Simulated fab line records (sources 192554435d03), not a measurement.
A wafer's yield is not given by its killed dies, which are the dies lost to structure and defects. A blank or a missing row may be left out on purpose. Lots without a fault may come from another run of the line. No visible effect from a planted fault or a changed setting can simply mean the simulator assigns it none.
Split-lot experiment / flow n5 finfet / 21 wafers read from 7 lots, route of 1938 steps

## THE SPLIT ITSELF
At N5_BEOL_M0_SAQP_PECVD_96 (deposits a-Si from SiH4/He, target thk 45 nm, time 45.2 s), the setting time s was moved away from the recipe's 45.2 s on 10 of the 21 wafers read, by -14.5% to +14.2%. All remaining wafers had this setting at the recipe value.

The reading is taken at the split's own step.

## THE READING
a-Si_of_BEOL_M0_SAQP_PECVD_96.thk nm (the simulator's own value, which no gauge read), in nm, at N5_BEOL_M0_SAQP_PECVD_96 (deposits a-Si from SiH4/He, target thk 45 nm, time 45.2 s). The file gives no usual value for it. The 11 wafers here that ran the recipe average 45.1 nm, standard deviation 0.48 nm.

wafer=L075.1; tool, chamber at the split=pecvd-03, 1; time s as run, s=51.09; against the recipe=+13.0%; a-Si_of_BEOL_M0_SAQP_PECVD_96.thk nm, nm=49.6; against lot-mates on the recipe=no lot-mate on the recipe
wafer=L075.4; tool, chamber at the split=pecvd-03, 0,2; time s as run, s=51.09; against the recipe=+13.0%; a-Si_of_BEOL_M0_SAQP_PECVD_96.thk nm, nm=50.6; against lot-mates on the recipe=no lot-mate on the recipe
wafer=L075.6; tool, chamber at the split=pecvd-03, 0,2; time s as run, s=51.09; against the recipe=+13.0%; a-Si_of_BEOL_M0_SAQP_PECVD_96.thk nm, nm=50.6; against lot-mates on the recipe=no lot-mate on the recipe
wafer=L076.1; tool, chamber at the split=pecvd-02, 2; time s as run, s=38.66; against the recipe=-14.5%; a-Si_of_BEOL_M0_SAQP_PECVD_96.thk nm, nm=38; against lot-mates on the recipe=-7.8
wafer=L076.4; tool, chamber at the split=pecvd-02, 0; time s as run, s=45.2; against the recipe=recipe; a-Si_of_BEOL_M0_SAQP_PECVD_96.thk nm, nm=45.8; against lot-mates on the recipe=-
wafer=L076.6; tool, chamber at the split=pecvd-02, 2; time s as run, s=38.66; against the recipe=-14.5%; a-Si_of_BEOL_M0_SAQP_PECVD_96.thk nm, nm=38.4; against lot-mates on the recipe=-7.4
wafer=L078.1; tool, chamber at the split=pecvd-02, 0; time s as run, s=40.75; against the recipe=-9.8%; a-Si_of_BEOL_M0_SAQP_PECVD_96.thk nm, nm=40.4; against lot-mates on the recipe=-5.4
wafer=L078.2; tool, chamber at the split=pecvd-02, 2; time s as run, s=40.75; against the recipe=-9.8%; a-Si_of_BEOL_M0_SAQP_PECVD_96.thk nm, nm=39.8; against lot-mates on the recipe=-6.0
wafer=L078.6; tool, chamber at the split=pecvd-02, 0; time s as run, s=45.2; against the recipe=recipe; a-Si_of_BEOL_M0_SAQP_PECVD_96.thk nm, nm=45.8; against lot-mates on the recipe=-
wafer=L085.1; tool, chamber at the split=pecvd-01, 2; time s as run, s=45.2; against the recipe=recipe; a-Si_of_BEOL_M0_SAQP_PECVD_96.thk nm, nm=44.6; against lot-mates on the recipe=-
wafer=L085.4; tool, chamber at the split=pecvd-01, 1; time s as run, s=51.6; against the recipe=+14.2%; a-Si_of_BEOL_M0_SAQP_PECVD_96.thk nm, nm=51.2; against lot-mates on the recipe=+6.6
wafer=L085.5; tool, chamber at the split=pecvd-01, 2; time s as run, s=51.6; against the recipe=+14.2%; a-Si_of_BEOL_M0_SAQP_PECVD_96.thk nm, nm=52; against lot-mates on the recipe=+7.4
wafer=L089.3; tool, chamber at the split=pecvd-03, 1; time s as run, s=45.2; against the recipe=recipe; a-Si_of_BEOL_M0_SAQP_PECVD_96.thk nm, nm=44.6; against lot-mates on the recipe=-
wafer=L089.5; tool, chamber at the split=pecvd-03, 2; time s as run, s=45.2; against the recipe=recipe; a-Si_of_BEOL_M0_SAQP_PECVD_96.thk nm, nm=44.8; against lot-mates on the recipe=-
wafer=L089.6; tool, chamber at the split=pecvd-03, 0; time s as run, s=41.38; against the recipe=-8.5%; a-Si_of_BEOL_M0_SAQP_PECVD_96.thk nm, nm=41.4; against lot-mates on the recipe=-3.3
wafer=L093.4; tool, chamber at the split=pecvd-03, 1; time s as run, s=45.2; against the recipe=recipe; a-Si_of_BEOL_M0_SAQP_PECVD_96.thk nm, nm=44.6; against lot-mates on the recipe=-
wafer=L093.5; tool, chamber at the split=pecvd-03, 2; time s as run, s=45.2; against the recipe=recipe; a-Si_of_BEOL_M0_SAQP_PECVD_96.thk nm, nm=45; against lot-mates on the recipe=-
wafer=L093.6; tool, chamber at the split=pecvd-03, 0; time s as run, s=45.2; against the recipe=recipe; a-Si_of_BEOL_M0_SAQP_PECVD_96.thk nm, nm=45.4; against lot-mates on the recipe=-
wafer=L097.3; tool, chamber at the split=pecvd-02, 2; time s as run, s=45.2; against the recipe=recipe; a-Si_of_BEOL_M0_SAQP_PECVD_96.thk nm, nm=44.8; against lot-mates on the recipe=-
wafer=L097.5; tool, chamber at the split=pecvd-02, 2; time s as run, s=45.2; against the recipe=recipe; a-Si_of_BEOL_M0_SAQP_PECVD_96.thk nm, nm=45.4; against lot-mates on the recipe=-
wafer=L097.6; tool, chamber at the split=pecvd-02, 1; time s as run, s=45.2; against the recipe=recipe; a-Si_of_BEOL_M0_SAQP_PECVD_96.thk nm, nm=45.8; against lot-mates on the recipe=-
When a row names more than one chamber, that row covers several wafers, and the file does not tell which wafer ran in which chamber.

THE FIT
A straight line over all 21 wafers: a-Si_of_BEOL_M0_SAQP_PECVD_96.thk nm changes by +0.45 nm for each +1% of time s; r = +0.99; the points scatter about the line by 0.55 nm.
The same after taking each lot's own level away (the mean of its wafers on the recipe; 18 wafers): +0.513 nm for each +1%; r = +0.99; scatter 0.47 nm.
According to that fit, moving time s by its largest amount changes the reading by 7.4 nm.
The span of the lots' own levels, 44.60 to 45.80 nm, comes to 2.5 times the standard deviation stated above.
In other words, the slope is changed by the lot-to-lot level; the two fits disagree.
Check: with one of the wafers moved furthest among these (-14.5%) left out of the fit, the line predicts -7.4 nm for it against its lot-mates. Against them it came out at -7.8 nm.

## THE OTHER SPLITS THESE WAFERS WENT THROUGH
Note: prior to the reading, these wafers also went through further splits. Each is held against what the fit with the lots' levels taken away leaves over:
other split on the same wafers=N5_SD_EPI_P_EPI_21 time s; wafers away from the commonest value=7; r with a-Si_of_BEOL_M0_SAQP_PECVD_96.thk nm (lot level and that fit taken away)=+0.00
other split on the same wafers=N5_HKMG_FIN_CVD_62 temp c; wafers away from the commonest value=10; r with a-Si_of_BEOL_M0_SAQP_PECVD_96.thk nm (lot level and that fit taken away)=-0.22
other split on the same wafers=N5_HKMG_FIN_ETCH_86 target depth a; wafers away from the commonest value=8; r with a-Si_of_BEOL_M0_SAQP_PECVD_96.thk nm (lot level and that fit taken away)=-0.14
other split on the same wafers=N5_MOL_CONTACT_COAG_ETCH_105 bias w; wafers away from the commonest value=6; r with a-Si_of_BEOL_M0_SAQP_PECVD_96.thk nm (lot level and that fit taken away)=-0.05
other split on the same wafers=N5_MOL_CONTACT_COAG_CONTACT_ETCH_14 source w; wafers away from the commonest value=10; r with a-Si_of_BEOL_M0_SAQP_PECVD_96.thk nm (lot level and that fit taken away)=-0.11
other split on the same wafers=N5_MOL_CONTACT_COAG_COAT_76 spin rpm; wafers away from the commonest value=5; r with a-Si_of_BEOL_M0_SAQP_PECVD_96.thk nm (lot level and that fit taken away)=-0.07

## FILE'S OWN FIT
a-Si_of_BEOL_M0_SAQP_PECVD_96.thk nm changes by +0.507 nm for each +1% of time s, r = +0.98.
